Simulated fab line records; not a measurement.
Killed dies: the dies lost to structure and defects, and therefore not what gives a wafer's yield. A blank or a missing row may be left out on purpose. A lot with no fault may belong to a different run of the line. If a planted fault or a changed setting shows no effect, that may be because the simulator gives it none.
fab line records	flow n5-finfet
[record] lots = 4	wafers = 12	last-day = 18
route steps=1938 shown FIN_SAQP@119 FIN_CUT@154 PASSIVATION@1936
lots with no fault: from the same line, run without faults
start-h: hours from the record's opening day to when the first of the lot's shown wafers began	wait-h: how many hours have passed since the lot's step before this one	" repeats the value in the row above	L1.1+2: a row that stands for several wafers	- no value, or no start given	* or withheld: withheld	< > ~ a bound
route shown NAME@n: names a module that has steps shown in the file, with the first one's number in the route	usual: mean/standard deviation taken from wafers without a fault	same: alike in all rows	chamber/n: place in a boat	sites: per-site readings	_std_site: standard deviation across them	_edge_site: the outer-site mean with the inner-site mean subtracted	radius-mm: for every site, how far away it sits from the centre of the wafer	mask NAME#n: copy n	behind: tool/chamber where the wafer was last shaped	hold: what put the lot on hold/how long, in hours/how the hold closed	device: the n, p or np transistor that did not switch	end of line: at the end of the route, the tests of the same wafers	step lacking rows: just its recipe	killed: count of dies lost to structure and defects at first sort (not the wafer's yield)	map: a wafer's dies, marking killed ones x, the rest . and places with no die _
set.NAME: the run value of the setting; set.NAME@STEP: its run value at that earlier step	model.NAME: the simulator's own value behind a step, which no gauge read
certain route steps with their lots: each step a table, each wafer a row
services: a tool's chamber out of use, with start hour (start-h, from the record's first day; less than 0 if before it), hours out, and reason
[[steps]]
[step N5_FIN_SAQP_STRIP_74]
[recipe] chemistry = CHF3/O2	resist = SiARC	rf-frequency-hz = 6e+07
[step N5_FIN_SAQP_MANDREL_ETCH_22]
[recipe] target-depth-a = 600	chemistry = HBr/Cl2	target = a-Si	stop-on = SiNx	bt-time-s = 10	over-etch-frac = 0.5	time-s = 30	pressure-mtorr = 10	icp-w = 800	bias-w = 75	HBr_flow_sccm = 150	Cl2_flow_sccm = 80	ends = end-point
[step N5_FIN_SAQP_STRIP_55]
[recipe] chemistry = N2/H2	power-w = 500	temp-c = 40	pressure-mtorr = 50	rf-frequency-hz = 6e+07	overash-fraction = 0.3	bias-power-w = 28	h2-frac = 0.5	n2-flow-sccm = 300	h2-flow-sccm = 300
[step N5_FIN_SAQP_STRIP_23]
[recipe] chemistry = SPM	time-s = 750	temp-c = 130	h2so4-h2o2-vol-ratio = 4
[step N5_FIN_SAQP_SRD_66]
[recipe] dry = ipa-marangoni	time-s = 30	temp-c = 23	rinse-liquid = diw
[step N5_FIN_SAQP_RECESS_75]
[recipe] chemistry = HF/NH3	target = SiO2	target-depth-a = 144	afs-cycles = 3	temp-c = 30	sublimation-temp-c = 180	sublimation-time-s = 60
[step N5_FIN_SAQP_SPACER1_ALD_24]
[recipe] material = SiO2	target-thk-a = 203	temp-c = 300	ald-precursor-family = BDEAS	ald-co-reactant = O2-plasma	pulse-time-s = 1	purge-time-s = 2	co-reactant-purge-time-s = 2	ald-cycles = 218	pressure-torr = 2
[step N5_FIN_SAQP_SPACER1_ETCHBACK_25]
[recipe] chemistry = CHF3/O2	mode = anisotropic-etchback	target = SiO2	target-depth-a = 244	time-s = 12.2	pressure-mtorr = 30	source-w = 650	bias-w = 170	Ar_flow_sccm = 200	CHF3_flow_sccm = 50	O2_flow_sccm = 5	ion-energy-ev = 200
[step N5_FIN_SAQP_MANDREL1_REMOVE_56]
[recipe] chemistry = HBr/Cl2/O2	bt-time-s = 10	target = a-Si	stop-on = SiNx	endpoint = OES-SiCl	over-etch-frac = 1	icp-w = 600	bias-w = 22	HBr_flow_sccm = 150	Cl2_flow_sccm = 80	O2_flow_sccm = 5	pressure-mtorr = 10
[step N5_FIN_SAQP_ETCH_57]
[recipe] chemistry = CH3F/O2	target = SiNx	mask-material = SiO2	target-depth-a = 325	time-s = 46.4	pressure-mtorr = 30	source-w = 395	bias-w = 73	Ar_flow_sccm = 150	CH3F_flow_sccm = 30	O2_flow_sccm = 20	ion-energy-ev = 120	ends = cleared
[step N5_FIN_SAQP_ETCH_65]
[recipe] chemistry = CF4	target = SiO2	target-depth-a = 40	ion-energy-ev = 350	time-s = 4.4	pressure-mtorr = 10	icp-w = 800	bias-w = 400	cf4-flow-sccm = 80
[step N5_FIN_SAQP_MANDREL_ETCH_58]
[recipe] chemistry = HBr/Cl2	target = a-Si	target-depth-a = 450	bt-time-s = 10	stop-on = SiNx	mask-material = SiO2	over-etch-frac = 0.8	time-s = 27	pressure-mtorr = 10	icp-w = 800	bias-w = 75	HBr_flow_sccm = 150	Cl2_flow_sccm = 80	ends = end-point
[usual] bias-w = 75.01/0.22	chamber-pressure-mTorr = 10.000/0.0086	drypump-motor-current-A = 5.9/0.39	oes-product-au = 0.704/0.012	throttle-valve-pct = 35.37/0.28
lot.wafer	tool	chamber	start-h	wait-h	bias-w	chamber-pressure-mTorr	drypump-motor-current-A	oes-product-au	rf-hours-counter-h	throttle-valve-pct
L814.1	rie-si-05	0	42.96	0.0	75.09	9.991	6.1	0.723	2	35.66
L814.2	"	1	"	"	75.06	10.009	5.7	0.699	21	35.23
L814.3	"	3	"	"	74.74	9.997	5.7	0.712	39	35.21
L818.1	rie-si-05	3	65.54	0.0	75.11	9.990	5.7	0.717	40	35.25
L818.4	"	0	"	"	75.07	10.003	6.1	0.716	2	35.67
L818.6	"	0	"	"	74.62	9.993	6.2	0.717	-	35.66
L819.2	rie-si-05	0	72.69	0.0	75.12	10.000	6.1	0.701	3	35.69
L819.3	"	2	"	"	75.15	10.013	6.2	0.703	35	35.15
L819.5	"	1	"	"	74.85	10.004	5.7	0.703	-	35.22
L833.2	rie-si-03	3	158.66	0.0	75.12	10.010	5.4	0.719	50	35.19
L833.3	"	0	"	"	75.27	9.995	6.4	0.701	1	35.79
L833.5	"	0	"	"	75.33	10.009	6.4	0.705	-	35.78
[step N5_FIN_SAQP_RECESS_63]
[recipe] chemistry = HF/NH3	target = SiO2	target-depth-a = 180	afs-cycles = 3	temp-c = 30	sublimation-temp-c = 180	sublimation-time-s = 60
[step N5_FIN_SAQP_COAT_68]
[recipe] resist = SOC	temp-c = 250	time-s = 60	spin-rpm = 1500	resist-thk-nm = 100
[step N5_FIN_SAQP_ETCH_69]
[recipe] chemistry = N2/H2	target = SOC	target-depth-a = 1500	stop-on = SiNx	ion-energy-ev = 100	bias-w = 61	pressure-mtorr = 30	source-w = 850	n2-flow-sccm = 200	h2-flow-sccm = 200
[step N5_FIN_SAQP_ETCH_67]
[recipe] chemistry = CH3F/O2	target = SiNx	target-depth-a = 300	mask-material = SOC	pressure-mtorr = 30	source-w = 395	bias-w = 73	Ar_flow_sccm = 150	CH3F_flow_sccm = 30	O2_flow_sccm = 20	ion-energy-ev = 120
[step N5_FIN_SAQP_STRIP_70]
[recipe] chemistry = N2/H2	power-w = 500	temp-c = 40	pressure-mtorr = 50	rf-frequency-hz = 6e+07	overash-fraction = 0.3	bias-power-w = 28	h2-frac = 0.5	n2-flow-sccm = 300	h2-flow-sccm = 300
[step N5_FIN_SAQP_RECESS_71]
[recipe] chemistry = HF/NH3	target = SiO2	target-depth-a = 30	afs-cycles = 1	temp-c = 30	sublimation-temp-c = 180	sublimation-time-s = 60
[step N5_FIN_SAQP_SPACER2_ALD_28]
[recipe] material = SiO2	target-thk-a = 81	temp-c = 300	ald-precursor-family = BDEAS	ald-co-reactant = O2-plasma	pulse-time-s = 1	purge-time-s = 2	co-reactant-purge-time-s = 2	pressure-torr = 2
[step N5_FIN_SAQP_SPACER2_ETCHBACK_29]
[recipe] chemistry = CHF3/O2	mode = anisotropic-etchback	target = SiO2	target-depth-a = 122	time-s = 6.1	pressure-mtorr = 30	source-w = 650	bias-w = 170	Ar_flow_sccm = 200	CHF3_flow_sccm = 50	O2_flow_sccm = 5	ion-energy-ev = 200
[step N5_FIN_SAQP_MANDREL2_REMOVE_60]
[recipe] chemistry = HBr/Cl2/O2	bt-time-s = 10	target = a-Si	stop-on = SiNx	endpoint = OES-SiCl	over-etch-frac = 1	icp-w = 600	bias-w = 22	HBr_flow_sccm = 150	Cl2_flow_sccm = 80	O2_flow_sccm = 5	pressure-mtorr = 10
[step N5_FIN_SAQP_HM_OPEN_33]
[recipe] chemistry = CH3F/O2	target = SiNx	mask-material = SiO2	target-depth-a = 494	time-s = 70.6	pressure-mtorr = 30	source-w = 395	bias-w = 73	Ar_flow_sccm = 150	CH3F_flow_sccm = 30	O2_flow_sccm = 20	ion-energy-ev = 120	ends = cleared
[step N5_FIN_SAQP_ETCH_34]
[recipe] chemistry = C4F6/O2	target = SiO2	target-depth-a = 450	time-s = 15	ion-energy-ev = 250	pressure-mtorr = 30	source-w = 345	bias-w = 185	Ar_flow_sccm = 300	C4F6_flow_sccm = 10	O2_flow_sccm = 10	ends = cleared
[step N5_FIN_SAQP_STRIP_77]
[recipe] chemistry = N2/H2	time-s = 90	power-w = 100	temp-c = 40	pressure-mtorr = 100	rf-frequency-hz = 6e+07	bias-power-w = 3	n2-flow-sccm = 300	h2-flow-sccm = 300
[step N5_FIN_SAQP_ETCH_64]
[recipe] chemistry = CF4	target = SiO2	target-depth-a = 15	ion-energy-ev = 350	pressure-mtorr = 10	icp-w = 800	bias-w = 400	cf4-flow-sccm = 80
[step N5_FIN_SAQP_FIN_ETCH_36]
[recipe] chemistry = HBr/Cl2/O2	target-depth-a = 1200	mask-material = SiNx	time-s = 50.4	bias-w = 102	pressure-mtorr = 10	icp-w = 800	HBr_flow_sccm = 150	Cl2_flow_sccm = 80	O2_flow_sccm = 12
[step N5_FIN_SAQP_PRECLEAN_38]
[recipe] chemistry = O3/DIW	time-s = 45	temp-c = 22	o3-ppm = 10
[step N5_FIN_SAQP_PRECLEAN_45]
[recipe] chemistry = dHF	time-s = 10	dilution = 500:1	temp-c = 25
[step N5_FIN_SAQP_SRD_39]
[recipe] dry = ipa-marangoni	time-s = 30	temp-c = 23	rinse-liquid = diw
[step N5_FIN_SAQP_INSPECT_40]
[recipe] inspect-instrument = brightfield	mode = aei
[usual] raw-defect-count = 220/60
lot.wafer	tool	chamber	start-h	wait-h	raw-defect-count
L814.1	defect-inspect-01	-	44.90	0.0	357
L814.2	"	-	"	"	236
L814.3	"	-	"	"	305
L818.1	defect-inspect-01	-	68.00	0.0	626
L818.4	"	-	"	"	586
L818.6	"	-	"	"	669
L819.2	defect-inspect-02	-	74.98	0.0	725
L819.3	"	-	"	"	659
L819.5	"	-	"	"	656
L833.2	defect-inspect-01	-	162.09	0.0	293
L833.3	"	-	"	"	239
L833.5	"	-	"	"	219
[step N5_FIN_CUT_COAT_18]
[recipe] resist = SOC	temp-c = 250	time-s = 60	spin-rpm = 1500	resist-thk-nm = 230
[step N5_FIN_CUT_COAT_19]
[recipe] resist = SiARC	temp-c = 220	time-s = 60	spin-rpm = 1500	resist-thk-nm = 20
[step N5_FIN_CUT_COAT_29]
[recipe] resist = underlayer	temp-c = 205	time-s = 60	spin-rpm = 1500	resist-thk-nm = 10
[step N5_FIN_CUT_COAT_02]
[recipe] resist = CAR-EUV	spin-rpm = 1500	resist-thk-nm = 30
[step N5_FIN_CUT_EBR_04]
[recipe] solvent = PGMEA	ebr-width-mm = 1.5
[step N5_FIN_CUT_SOFTBAKE_03]
[recipe] temp-c = 110	time-s = 60	resist = CAR-EUV
[step N5_FIN_CUT_EXPOSE_05]
[recipe] mask-id = FIN_CUT	na = 0.33	source-shape = annular	sigma-inner = 0.35	sigma-outer = 0.8	polarization = unpolarized	dose-mj = 45.75
[step N5_FIN_CUT_INSPECT_10]
[recipe] mode = adi	inspect-instrument = brightfield
[usual] raw-defect-count = 41/12
lot.wafer	tool	chamber	start-h	wait-h	raw-defect-count
L814.1	defect-inspect-01	-	45.29	0.1	68
L814.2	"	-	"	"	50
L814.3	"	-	"	"	59
L818.1	defect-inspect-02	-	68.39	0.1	516
L818.4	"	-	"	"	438
L818.6	"	-	"	"	516
L819.2	defect-inspect-01	-	75.50	0.0	511
L819.3	"	-	"	"	496
L819.5	"	-	"	"	499
L833.2	defect-inspect-02	-	162.61	0.0	53
L833.3	"	-	"	"	41
L833.5	"	-	"	"	42
[step N5_FIN_CUT_INSPECT_17]
[recipe] inspect-instrument = brightfield	mode = aei
[usual] raw-defect-count = 225/58
lot.wafer	tool	chamber	start-h	wait-h	raw-defect-count
L814.1	defect-inspect-02	-	46.30	0.0	369
L814.2	"	-	"	"	232
L814.3	"	-	"	"	311
L818.1	defect-inspect-02	-	69.34	0.0	627
L818.4	"	-	"	"	586
L818.6	"	-	"	"	668
L819.2	defect-inspect-01	-	76.45	0.0	751
L819.3	"	-	"	"	663
L819.5	"	-	"	"	663
L833.2	defect-inspect-02	-	163.67	0.0	283
L833.3	"	-	"	"	239
L833.5	"	-	"	"	222
[step N5_PASSIVATION_PROBE_49]
[usual] killed_at_M0_to_M3 = 34/10	killed_at_M4_up = 13/5.4	killed-at-contacts = 13/6	killed-at-front-end = 42/13	killed-at-other = 4/3.2	killed-dies = 107/18	killed-open = 69/14	killed-short = 35/7.7
[same] gross-dies = 1180	killed-at-back-side = 0
lot.wafer	tool	chamber	start-h	wait-h	killed_at_M0_to_M3	killed_at_M4_up	killed-at-contacts	killed-at-front-end	killed-at-other	killed-dies	killed-open	killed-short
L818.1	prober-02	-	315.58	0.0	34	13	15	134	0	196	69	25
L818.4	prober-02	-	315.73	0.2	24	12	4	183	1	224	62	35
L818.6	prober-02	-	315.83	0.3	25	4	13	168	1	211	72	28
L819.2	prober-02	-	327.06	0.1	43	16	16	137	6	218	67	35
L819.3	prober-02	-	327.11	0.1	28	8	26	115	10	187	79	23
L819.5	prober-02	-	327.21	0.2	34	7	22	97	0	160	58	37
// killed by level:class
L818.1 FIN_SAQP:unspecified=98 STI_FIN_REVEAL:geometric-particle:open=16 MOL_CONTACT_COAG:geometric-particle:open=12 BEOL_M0_SAQP:geometric-particle:open=11 BEOL_M1:geometric-particle:open=7 FIN_SAQP:geometric-particle:short=5 BEOL_M4:geometric-particle:open=5 BEOL_M0_SAQP:geometric-particle:short=5
L818.4 FIN_SAQP:unspecified=113 FIN_SAQP:geometric-particle:open=17 STI_FIN_REVEAL:geometric-particle:open=17 HKMG_FIN:area-etch=11 BEOL_M3:geometric-particle:open=9 STI_FIN_REVEAL:geometric-particle:short=7 BEOL_M0_SAQP:geometric-particle:short=5 FIN_SAQP:geometric-particle:short=4
L818.6 FIN_SAQP:unspecified=106 STI_FIN_REVEAL:geometric-particle:open=16 FIN_SAQP:geometric-particle:open=14 DUMMY_GATE:geometric-particle:open=8 FIN_SAQP:geometric-particle:short=7 MOL_CONTACT_COAG:geometric-particle:open=7 MOL_CONTACT_COAG:geometric-particle:short=6 BEOL_M3:geometric-particle:open=6
L819.2 FIN_SAQP:unspecified=114 MOL_CONTACT_COAG:geometric-particle:open=12 BEOL_M0_SAQP:geometric-particle:open=10 FIN_SAQP:geometric-particle:short=9 BEOL_M3:geometric-particle:open=9 BEOL_M4:geometric-particle:open=9 BEOL_M1:geometric-particle:open=6 BEOL_M0_SAQP:geometric-particle:short=5
L819.3 FIN_SAQP:unspecified=79 MOL_CONTACT_COAG:geometric-particle:open=22 BEOL_M2:geometric-particle:open=16 FIN_SAQP:geometric-particle:open=12 PASSIVATION:area-etch=6 DUMMY_GATE:geometric-particle:open=5 FIN_SAQP:geometric-particle:short=4 STI_FIN_REVEAL:geometric-particle:open=4
L819.5 FIN_SAQP:unspecified=62 MOL_CONTACT_COAG:geometric-particle:open=15 BEOL_M0_SAQP:geometric-particle:short=12 FIN_SAQP:geometric-particle:short=9 STI_FIN_REVEAL:geometric-particle:open=7 FIN_SAQP:geometric-particle:open=6 MOL_CONTACT_COAG:geometric-particle:short=6 BEOL_M0_SAQP:geometric-particle:open=6
// map L818.4 (x killed, . not)
_________________x...........________________
______________.................._____________
___________x.x................x...x__________
__________.............x............_________
________.....x..x.......x...x........._______
_______.........x.......x.......x......______
______...............x....xx.x...x.....x_____
_____....................x....x..........____
____............x........x..........x.....___
___........................................__
___......................................x.__
__x..x..........................x.......x..._
__..................x......................._
_.....x.....x.x...x.............x............
_....x..x...x.........x.....................x
_...x..x..x.x.......................x.x......
_...............x............................
_................xx.......x..x......x........
_...x.......x....x..x.x..................x...
_x....x.x.x...........x......x...............
_x.............x..x.x...x..........x.......xx
__.......x....xxxxxxx.x.x......xxx....x.xx.._
__............xx.xxxxxx.xxx........x........_
___...........xxxxxxxxxxxxx......xxx......x__
___.........xxxxxxxxxxxxxxx.........x..x...__
____..x......xx.xxxxxxxxxxx......x........___
_____.x........xxxxxxxxxxxx..x...........____
______..x....xxxxxxxxxxxx..xx..........._____
_______....x..xxxxxxxxxxxx.....x.......______
________.x....xxxxx.xxxxx..x.x........_______
__________......x.xxxxx.x..........._________
___________x........x..............__________
______________..xx.x.x.....xx.x._____________
_________________..x.x..x....________________
// map L819.2 (x killed, . not)
_________________..x...x.....________________
______________...........x......_____________
___________.........x...x..........__________
__________........x................._________
________.............................._______
_______.x....x............x.......x....______
______..............................x..._____
_____.........x..................x...xx..____
____........x..x..........x...............___
___.....xx.........x......x...............x__
___...........x.....x......x..x...x..x.....__
__.x...........xx.x..x.........x..x........._
__.........x.......x...x..x..x.......x......_
_.........x....x.....x.x..........x..........
_............x...............................
_.x.......x..................xx....xx........
_....x..................x....................
_.......x................................x.x.
_..x.....x..x............x.....x.............
_..............x...x......x..x..x............
_....x.........x..xxxx.......................
__.............xx.xx.xxx.x......xx........x._
__...........x.xxxxxxxxxxx...........x......_
___x.........xxxxxxxxxxxxx.............x...__
___....x.....xxxxxxxxxxxxxx..x.....x.....x.__
____.........xxxxxxxxxxxxx.x....x.........___
_____.x...x.xxxxxxxxxxxxxxx..x.x.........____
______.........xxxxxxxxxxxx............._____
_______........xxxxxxxxx.xx............______
________.......xxxxxxxxx.............x_______
__________...x.xxxxxx.x..........xx._________
___________.x...x....x..x.......x..__________
______________.x...x..........x._____________
_________________x...........________________
[[services]]
tool	chamber	start-h	hours	kind
rie-si-03	1	56.75	-	clean
rie-si-03	1	56.75	15.3	scheduled-down
rie-si-03	1	56.75	15.3	vent-cycle
rie-si-05	3	92.08	9.7	repair
rie-si-03	-	113.13	0.3	repair
rie-si-03	0	113.58	-	clean
rie-si-03	0	113.58	11.8	scheduled-down
rie-si-03	0	113.58	11.8	vent-cycle
[[key]]
[first-sign] step = N5_FIN_SAQP_INSPECT_40	reading = raw-defect-count	direction = up	sigmas = 7.2	usual = 220	struck = 654
[effect] step = N5_FIN_CUT_INSPECT_10	reading = raw-defect-count	direction = up	sigmas = 37	usual = 41	struck = 496
[effect] step = N5_FIN_CUT_INSPECT_17	reading = raw-defect-count	direction = up	sigmas = 7.5	usual = 225	struck = 660
[effect] step = N5_PASSIVATION_PROBE_49	reading = killed-at-front-end	direction = up	sigmas = 7.3	usual = 42	struck = 139
[more-kills-born-at] N5_FIN_SAQP_MANDREL_ETCH_58@rie-si-05 = 571
met-at N5_FIN_SAQP_MANDREL_ETCH_58
struck-wafers L818.1,L818.4,L818.6,L819.2,L819.3,L819.5
tester-left-out L818,L819
[baseline-loss] step = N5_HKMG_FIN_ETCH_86	wafers = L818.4
onset-between 42.96 65.54
[fault] kind = chamber-particle-source	tool = rie-si-05	chamber = -	onset-h = 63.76	steps = N5_FIN_SAQP_MANDREL_ETCH_58	rate-per-visit-cm2 = 0.70872	end-h = 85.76
// tester-left-out: of these lots the tester's yield and bins aren't shown, on N5 and GAA mostly nor the transistor test; their killed dies are dies lost to structure and defects alone, not to doping, threshold or leakage, so they don't give the yield
// baseline-loss: these wafers lose ten dies or more at that step, a loss of the line's own and not of a fault; the sort's usual values leave them out
